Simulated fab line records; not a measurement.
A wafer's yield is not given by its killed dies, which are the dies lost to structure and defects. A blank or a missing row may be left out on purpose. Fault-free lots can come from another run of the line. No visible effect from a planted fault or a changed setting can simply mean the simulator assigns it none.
Matching of chambers    flow nandHarc    4 sister chambers for NHARC_A_STAIRCASE_ETCH_169 on rieDiel-06
The step etches the open film in CH3F/O2, target depth 50 nm, time 107.1 s. 24 wafers are shown with their chamber, then 12 later ones without.

== WAFERS, EACH WITH ITS CHAMBER ==
wafer   chamber  showerheadPlenumPTorr (Torr)  drypumpMotorCurrentA (A)  oesProductAu (a.u.)
L079.1  2        2.59                          5.5                       0.990
L079.4  3        2.57                          4.8                       0.948
L079.6  3        2.57                          4.8                       0.948
L077.2  1        2.40                          5.7                       0.931
L077.4  3        2.57                          4.8                       0.944
L077.5  2        2.59                          5.5                       0.980
L078.1  1        2.40                          5.7                       0.960
L078.5  2        2.59                          5.5                       1.007
L078.6  1        2.40                          5.6                       0.966
L080.1  2        2.59                          5.5                       0.988
L080.2  1        2.40                          5.6                       0.962
L080.4  0        2.51                          5.6                       0.968
L081.2  2        2.59                          5.5                       0.980
L081.4  3        2.57                          4.8                       0.942
L081.6  3        2.57                          4.8                       0.937
L087.1  3        2.57                          4.8                       0.947
L087.5  2        2.58                          5.5                       0.977
L087.6  0        2.51                          5.6                       0.978
L086.1  2        2.58                          5.5                       0.980
L086.2  3        2.57                          4.8                       0.947
L086.5  0        2.51                          5.6                       0.967
L089.2  0        2.50                          5.6                       0.960
L089.5  0        2.50                          5.7                       0.983
L089.6  1        2.39                          5.7                       0.978

SIGNATURES (averages over the wafers above)
reading                chamber 0  chamber 1  chamber 2  chamber 3  scatter within a chamber
showerheadPlenumPTorr  2.5060     2.3980     2.5871     2.5700     0.00414
drypumpMotorCurrentA   5.620      5.660      5.500      4.800      0.0316
oesProductAu           0.97120    0.95940    0.98600    0.94471    0.0107
Rule: distance of a wafer from a chamber = root of the sum over the readings of ((wafer's reading minus chamber's mean) / reading's scatter) squared. If the next closest chamber is less than 2 further off than the closest, the wafer can't be placed; otherwise it belongs to the closest. The scatter: take each reading less its chamber's mean, square it, sum over the shown wafers, divide by the number of wafers less the number of chambers, and take the root.

== WAFERS WITH NO CHAMBER GIVEN ==
wafer   showerheadPlenumPTorr (Torr)  drypumpMotorCurrentA (A)  oesProductAu (a.u.)
L088.1  2.50                          5.6                       0.958
L088.3  2.39                          5.7                       0.928
L088.6  2.58                          5.5                       0.959
L093.1  2.56                          4.8                       0.920
L093.2  2.50                          5.6                       0.926
L093.6  2.56                          4.8                       0.925
L095.1  2.57                          5.5                       0.985
L095.3  2.56                          4.8                       0.984
L095.6  2.39                          5.6                       0.939
L097.3  2.56                          4.8                       0.944
L097.4  2.38                          5.7                       0.920
L097.6  2.38                          5.7                       0.915

== CHAMBER TAKEN BY EACH ==
wafer   from the rows above  in truth
L088.1  0                    0
L088.3  1                    1
L088.6  2                    2
L093.1  3                    3
L093.2  0                    0
L093.6  3                    3
L095.1  2                    2
L095.3  3                    3
L095.6  1                    1
L097.3  3                    3
L097.4  1                    1
L097.6  1                    1
12 of 12 placed correctly. Number that these rows cannot place: 0. Wrongly placed: 0.
